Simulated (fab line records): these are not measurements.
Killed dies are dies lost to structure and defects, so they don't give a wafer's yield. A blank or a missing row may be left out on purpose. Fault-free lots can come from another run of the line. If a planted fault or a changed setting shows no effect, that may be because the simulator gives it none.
Which tool is to blame? || flow n5 finfet || 31 wafers from 11 lots sampled at 4 of the route's 1938 steps

## WHAT EACH GAUGE READ, for each wafer
N5_BEOL_M7_OCD_MEAS_38.
{"lot": "L361", "measured": "day 10 00:33", "on": "ocd-02", "trench depth nm (nm)": "96.0 93.5 92.3"}
{"lot": "L362", "measured": "day 10 04:48", "on": "ocd-01", "trench depth nm (nm)": "95.5 93.7 93.2"}
{"lot": "L365", "measured": "day 11 02:07", "on": "ocd-01", "trench depth nm (nm)": "96.0 92.2 96.7"}
{"lot": "L366", "measured": "day 11 13:22", "on": "ocd-02", "trench depth nm (nm)": "95.3 92.3 93.1"}
{"lot": "L371", "measured": "day 12 09:14", "on": "ocd-02", "trench depth nm (nm)": "92.9 93.9 91.3"}
{"lot": "L374", "measured": "day 13 07:32", "on": "ocd-01", "trench depth nm (nm)": "94.3 94.5 92.7"}
{"lot": "L373", "measured": "day 13 15:31", "on": "ocd-01", "trench depth nm (nm)": "95.7 92.6 94.6"}
{"lot": "L375", "measured": "day 13 15:55", "on": "ocd-02", "trench depth nm (nm)": "93.3 95.0 90.2"}
{"lot": "L376", "measured": "day 14 00:15", "on": "ocd-02", "trench depth nm (nm)": "93.6 95.1 90.6"}
{"lot": "L378", "measured": "day 14 20:07", "on": "ocd-01", "trench depth nm (nm)": "94.1 95.4"}
{"lot": "L381", "measured": "day 15 01:56", "on": "ocd-01", "trench depth nm (nm)": "93.7 95.8"}

## EACH LOT AND THE TOOL THAT RAN IT (in order: tool; ch and the chambers of the sampled wafers; start)
{"lot": "L361", "N5_BEOL_M7_ETCH_62": "rie diel-04 ch 1,3, day 9 21:01", "N5_BEOL_M7_STRIP_19": "rie diel-04 ch 0,2,3, day 9 21:19", "N5_BEOL_M7_ETCH_66": "rie diel-02 ch 1,2,3, day 10 00:12"}
{"lot": "L362", "N5_BEOL_M7_ETCH_62": "rie diel-02 ch 0,2,3, day 10 03:02", "N5_BEOL_M7_STRIP_19": "rie diel-04 ch 1,2,3, day 10 03:20", "N5_BEOL_M7_ETCH_66": "rie diel-01 ch 0,1,2, day 10 04:27"}
{"lot": "L365", "N5_BEOL_M7_ETCH_62": "rie diel-04 ch 0,1,3, day 11 00:07", "N5_BEOL_M7_STRIP_19": "rie diel-01 ch 2,3, day 11 00:27", "N5_BEOL_M7_ETCH_66": "rie diel-04 ch 0,1,3, day 11 01:46"}
{"lot": "L366", "N5_BEOL_M7_ETCH_62": "rie diel-01 ch 1,2,3, day 11 08:13", "N5_BEOL_M7_STRIP_19": "rie diel-02 ch 0,2,3, day 11 08:32", "N5_BEOL_M7_ETCH_66": "rie diel-01 ch 0,1,3, day 11 13:01"}
{"lot": "L371", "N5_BEOL_M7_ETCH_62": "rie diel-04 ch 2,3, day 12 07:24", "N5_BEOL_M7_STRIP_19": "rie diel-01 ch 0,3, day 12 07:50", "N5_BEOL_M7_ETCH_66": "rie diel-01 ch 0,1,2, day 12 08:53"}
{"lot": "L374", "N5_BEOL_M7_ETCH_62": "rie diel-04 ch 0,2,3, day 13 05:11", "N5_BEOL_M7_STRIP_19": "rie diel-04 ch 1,2,3, day 13 05:36", "N5_BEOL_M7_ETCH_66": "rie diel-04 ch 1,2,3, day 13 07:10"}
{"lot": "L373", "N5_BEOL_M7_ETCH_62": "rie diel-02 ch 1,2, day 13 12:59", "N5_BEOL_M7_STRIP_19": "rie diel-02 ch 1,2,3, day 13 13:18", "N5_BEOL_M7_ETCH_66": "rie diel-04 ch 1,2,3, day 13 15:10"}
{"lot": "L375", "N5_BEOL_M7_ETCH_62": "rie diel-04 ch 2,3, day 13 13:19", "N5_BEOL_M7_STRIP_19": "rie diel-02 ch 1,2, day 13 13:37", "N5_BEOL_M7_ETCH_66": "rie diel-04 ch 0,3, day 13 15:34"}
{"lot": "L376", "N5_BEOL_M7_ETCH_62": "rie diel-01 ch 1,2, day 13 21:57", "N5_BEOL_M7_STRIP_19": "rie diel-04 ch 1,3, day 13 22:28", "N5_BEOL_M7_ETCH_66": "rie diel-02 ch 1,2,3, day 13 23:54"}
{"lot": "L378", "N5_BEOL_M7_ETCH_62": "rie diel-01 ch 0,3, day 14 18:44", "N5_BEOL_M7_STRIP_19": "rie diel-04 ch 1,2, day 14 19:03", "N5_BEOL_M7_ETCH_66": "rie diel-04 ch 2,3, day 14 19:46"}
{"lot": "L381", "N5_BEOL_M7_ETCH_62": "rie diel-02 ch 1,2, day 14 22:35", "N5_BEOL_M7_STRIP_19": "rie diel-01 ch 0,2, day 14 22:55", "N5_BEOL_M7_ETCH_66": "rie diel-04 ch 1,2, day 15 01:35"}
- N5_BEOL_M7_ETCH_62: etches SOC in N2/H2, target depth 110 nm, overetch 22 nm, time 165 s.
- N5_BEOL_M7_STRIP_19: strips in O2.
- N5_BEOL_M7_ETCH_66: etches SOC in N2/H2, target depth 80 nm, overetch 16 nm, time 120 s.

## WHAT THE TOOLS THEMSELVES READ (means of the sampled wafers that have a number; where no wafer has one, the mark that the record gives instead)
N5_BEOL_M7_ETCH_62.
{"lot": "L361", "tool": "rie diel-04", "drypump motor current A (A)": 5.2, "h2 flow sccm (sccm)": 200.0, "oes product au (a.u.)": 0.74, "rf vpp V (V)": 524.4, "showerhead plenum p Torr (Torr)": 2.55, "throttle valve pct (%)": 17.74}
{"lot": "L362", "tool": "rie diel-02", "drypump motor current A (A)": 5.9, "h2 flow sccm (sccm)": 200.2, "oes product au (a.u.)": 0.61, "rf vpp V (V)": 523.7, "showerhead plenum p Torr (Torr)": 2.55, "throttle valve pct (%)": 17.99}
{"lot": "L365", "tool": "rie diel-04", "drypump motor current A (A)": 5.1, "h2 flow sccm (sccm)": 200.3, "oes product au (a.u.)": 0.69, "rf vpp V (V)": 526.2, "showerhead plenum p Torr (Torr)": 2.60, "throttle valve pct (%)": 17.74}
{"lot": "L366", "tool": "rie diel-01", "drypump motor current A (A)": 5.5, "h2 flow sccm (sccm)": 200.0, "oes product au (a.u.)": 0.70, "rf vpp V (V)": 522.7, "showerhead plenum p Torr (Torr)": 2.49, "throttle valve pct (%)": 17.72}
{"lot": "L371", "tool": "rie diel-04", "drypump motor current A (A)": 5.3, "h2 flow sccm (sccm)": 200.5, "oes product au (a.u.)": 0.71, "rf vpp V (V)": 527.7, "showerhead plenum p Torr (Torr)": 2.69, "throttle valve pct (%)": 17.56}
{"lot": "L374", "tool": "rie diel-04", "drypump motor current A (A)": 5.2, "h2 flow sccm (sccm)": 200.4, "oes product au (a.u.)": 0.66, "rf vpp V (V)": 526.9, "showerhead plenum p Torr (Torr)": 2.66, "throttle valve pct (%)": 17.73}
{"lot": "L373", "tool": "rie diel-02", "drypump motor current A (A)": 5.9, "h2 flow sccm (sccm)": 199.9, "oes product au (a.u.)": 0.66, "rf vpp V (V)": 523.1, "showerhead plenum p Torr (Torr)": 2.51, "throttle valve pct (%)": 17.86}
{"lot": "L375", "tool": "rie diel-04", "drypump motor current A (A)": 5.4, "h2 flow sccm (sccm)": 200.2, "oes product au (a.u.)": 0.66, "rf vpp V (V)": 526.7, "showerhead plenum p Torr (Torr)": 2.66, "throttle valve pct (%)": 17.71}
{"lot": "L376", "tool": "rie diel-01", "drypump motor current A (A)": 5.6, "h2 flow sccm (sccm)": 200.5, "oes product au (a.u.)": 0.62, "rf vpp V (V)": 522.8, "showerhead plenum p Torr (Torr)": 2.49, "throttle valve pct (%)": 18.05}
{"lot": "L378", "tool": "rie diel-01", "drypump motor current A (A)": 5.6, "h2 flow sccm (sccm)": 199.9, "oes product au (a.u.)": 0.71, "rf vpp V (V)": 522.7, "showerhead plenum p Torr (Torr)": 2.51, "throttle valve pct (%)": 17.49}
{"lot": "L381", "tool": "rie diel-02", "drypump motor current A (A)": 5.8, "h2 flow sccm (sccm)": 199.3, "oes product au (a.u.)": 0.67, "rf vpp V (V)": 524.2, "showerhead plenum p Torr (Torr)": 2.55, "throttle valve pct (%)": 17.80}

N5_BEOL_M7_STRIP_19.
{"lot": "L361", "tool": "rie diel-04", "drypump motor current A (A)": 5.2, "oes product au (a.u.)": 0.81, "rf vpp V (V)": 3.1, "showerhead plenum p Torr (Torr)": 2.19, "throttle valve pct (%)": 16.55}
{"lot": "L362", "tool": "rie diel-04", "drypump motor current A (A)": 5.3, "oes product au (a.u.)": 0.84, "rf vpp V (V)": 3.9, "showerhead plenum p Torr (Torr)": 2.15, "throttle valve pct (%)": 16.53}
{"lot": "L365", "tool": "rie diel-01", "drypump motor current A (A)": 5.4, "oes product au (a.u.)": 0.87, "rf vpp V (V)": 3.9, "showerhead plenum p Torr (Torr)": 2.05, "throttle valve pct (%)": 16.26}
{"lot": "L366", "tool": "rie diel-02", "drypump motor current A (A)": 5.9, "oes product au (a.u.)": 0.70, "rf vpp V (V)": 4.2, "showerhead plenum p Torr (Torr)": 2.10, "throttle valve pct (%)": 16.77}
{"lot": "L371", "tool": "rie diel-01", "drypump motor current A (A)": 5.7, "oes product au (a.u.)": 0.84, "rf vpp V (V)": 3.5, "showerhead plenum p Torr (Torr)": 2.10, "throttle valve pct (%)": 16.36}
{"lot": "L374", "tool": "rie diel-04", "drypump motor current A (A)": 5.3, "oes product au (a.u.)": 0.82, "rf vpp V (V)": 4.1, "showerhead plenum p Torr (Torr)": 2.14, "throttle valve pct (%)": 16.57}
{"lot": "L373", "tool": "rie diel-02", "drypump motor current A (A)": 5.9, "oes product au (a.u.)": 0.76, "rf vpp V (V)": 3.7, "showerhead plenum p Torr (Torr)": 2.12, "throttle valve pct (%)": 16.66}
{"lot": "L375", "tool": "rie diel-02", "drypump motor current A (A)": 5.9, "oes product au (a.u.)": 0.76, "rf vpp V (V)": 3.9, "showerhead plenum p Torr (Torr)": 2.07, "throttle valve pct (%)": 16.60}
{"lot": "L376", "tool": "rie diel-04", "drypump motor current A (A)": 5.2, "oes product au (a.u.)": 0.84, "rf vpp V (V)": 3.8, "showerhead plenum p Torr (Torr)": 2.09, "throttle valve pct (%)": 16.61}
{"lot": "L378", "tool": "rie diel-04", "drypump motor current A (A)": 5.3, "oes product au (a.u.)": 0.76, "rf vpp V (V)": 3.6, "showerhead plenum p Torr (Torr)": 2.09, "throttle valve pct (%)": 16.77}
{"lot": "L381", "tool": "rie diel-01", "drypump motor current A (A)": 5.7, "oes product au (a.u.)": 0.79, "rf vpp V (V)": 3.5, "showerhead plenum p Torr (Torr)": 2.07, "throttle valve pct (%)": 16.34}

N5_BEOL_M7_ETCH_66.
{"lot": "L361", "tool": "rie diel-02", "drypump motor current A (A)": 5.9, "h2 flow sccm (sccm)": 200.0, "oes product au (a.u.)": 0.60, "rf vpp V (V)": 525.1, "run length s (s)": 143.8, "showerhead plenum p Torr (Torr)": 2.58, "throttle valve pct (%)": 17.80}
{"lot": "L362", "tool": "rie diel-01", "drypump motor current A (A)": 5.7, "h2 flow sccm (sccm)": 200.2, "oes product au (a.u.)": 0.60, "rf vpp V (V)": 522.1, "run length s (s)": 144.0, "showerhead plenum p Torr (Torr)": 2.52, "throttle valve pct (%)": 17.68}
{"lot": "L365", "tool": "rie diel-04", "drypump motor current A (A)": 5.1, "h2 flow sccm (sccm)": 200.2, "oes product au (a.u.)": 0.63, "rf vpp V (V)": 525.2, "run length s (s)": 143.2, "showerhead plenum p Torr (Torr)": 2.60, "throttle valve pct (%)": 17.72}
{"lot": "L366", "tool": "rie diel-01", "drypump motor current A (A)": 5.6, "h2 flow sccm (sccm)": 199.9, "oes product au (a.u.)": 0.62, "rf vpp V (V)": 523.3, "run length s (s)": 144.0, "showerhead plenum p Torr (Torr)": 2.52, "throttle valve pct (%)": 17.73}
{"lot": "L371", "tool": "rie diel-01", "drypump motor current A (A)": 5.7, "h2 flow sccm (sccm)": 199.7, "oes product au (a.u.)": 0.59, "rf vpp V (V)": 523.0, "run length s (s)": 143.9, "showerhead plenum p Torr (Torr)": 2.51, "throttle valve pct (%)": 17.72}
{"lot": "L374", "tool": "rie diel-04", "drypump motor current A (A)": 5.3, "h2 flow sccm (sccm)": 200.1, "oes product au (a.u.)": 0.62, "rf vpp V (V)": 525.6, "run length s (s)": 143.3, "showerhead plenum p Torr (Torr)": 2.60, "throttle valve pct (%)": 17.74}
{"lot": "L373", "tool": "rie diel-04", "drypump motor current A (A)": 5.3, "h2 flow sccm (sccm)": 199.9, "oes product au (a.u.)": 0.62, "rf vpp V (V)": 524.2, "run length s (s)": 143.4, "showerhead plenum p Torr (Torr)": 2.60, "throttle valve pct (%)": 17.75}
{"lot": "L375", "tool": "rie diel-04", "drypump motor current A (A)": 5.1, "h2 flow sccm (sccm)": 199.8, "oes product au (a.u.)": 0.64, "rf vpp V (V)": 527.4, "run length s (s)": 140.9, "showerhead plenum p Torr (Torr)": 2.68, "throttle valve pct (%)": 17.60}
{"lot": "L376", "tool": "rie diel-02", "drypump motor current A (A)": 5.9, "h2 flow sccm (sccm)": 199.4, "oes product au (a.u.)": 0.58, "rf vpp V (V)": 524.6, "run length s (s)": 143.6, "showerhead plenum p Torr (Torr)": 2.57, "throttle valve pct (%)": 17.83}
{"lot": "L378", "tool": "rie diel-04", "drypump motor current A (A)": 5.3, "h2 flow sccm (sccm)": 200.2, "oes product au (a.u.)": 0.62, "rf vpp V (V)": 526.8, "run length s (s)": 139.2, "showerhead plenum p Torr (Torr)": 2.67, "throttle valve pct (%)": 17.66}
{"lot": "L381", "tool": "rie diel-04", "drypump motor current A (A)": 5.3, "h2 flow sccm (sccm)": 200.3, "oes product au (a.u.)": 0.62, "rf vpp V (V)": 523.4, "run length s (s)": 136.2, "showerhead plenum p Torr (Torr)": 2.54, "throttle valve pct (%)": 17.90}

## THE ANSWER, worked out from the rows above alone
Rule: the usual values come from the lots themselves. The widest of any qualifying gaps counts: lots, ordered by their means at a reading, are off when they make up no more than a third of the lots, leave a main group of 4 or more, and stand apart from it by 3 or more times the standard deviation of that group's means. Not used: any main group whose means are identical at the precision the tables above print for the reading. A lot without any number at a reading at which 4 lots or more have one is off too. The other lots that the step has rows for count as sound. After the gauges, taken in route order, come the tools' own readings; for these a lot's mean is taken, as printed above. At the first step where some lot is off, the reading lying furthest off is the one used; lots without a number count as furthest.
Off: L375, L378, L381, at N5_BEOL_M7_ETCH_66 (run length s). Main group: mean 143.7 s, sd 0.3.
If a tool, at that step or one of the process steps before it, ran each lot that is off and ran no sound lot following the first of them, it fits. One fits: N5_BEOL_M7_ETCH_66 on rie diel-04. A fault onset in the window from L373 (day 13 15:10, its last sound lot) to L375 (day 13 15:34, its first lot off) fits.
The tool's own readings at N5_BEOL_M7_ETCH_66 bear it out: on the lots that are off they differ by more than 5 times the standard deviation of the sound lots' means. run length s reads 138.8 s there against 143.7 s on the sound lots.

## WHAT THE SIMULATOR HAD INSERTED
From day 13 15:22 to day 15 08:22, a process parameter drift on rie diel-04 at N5_BEOL_M7_ETCH_66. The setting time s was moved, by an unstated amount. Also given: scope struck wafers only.
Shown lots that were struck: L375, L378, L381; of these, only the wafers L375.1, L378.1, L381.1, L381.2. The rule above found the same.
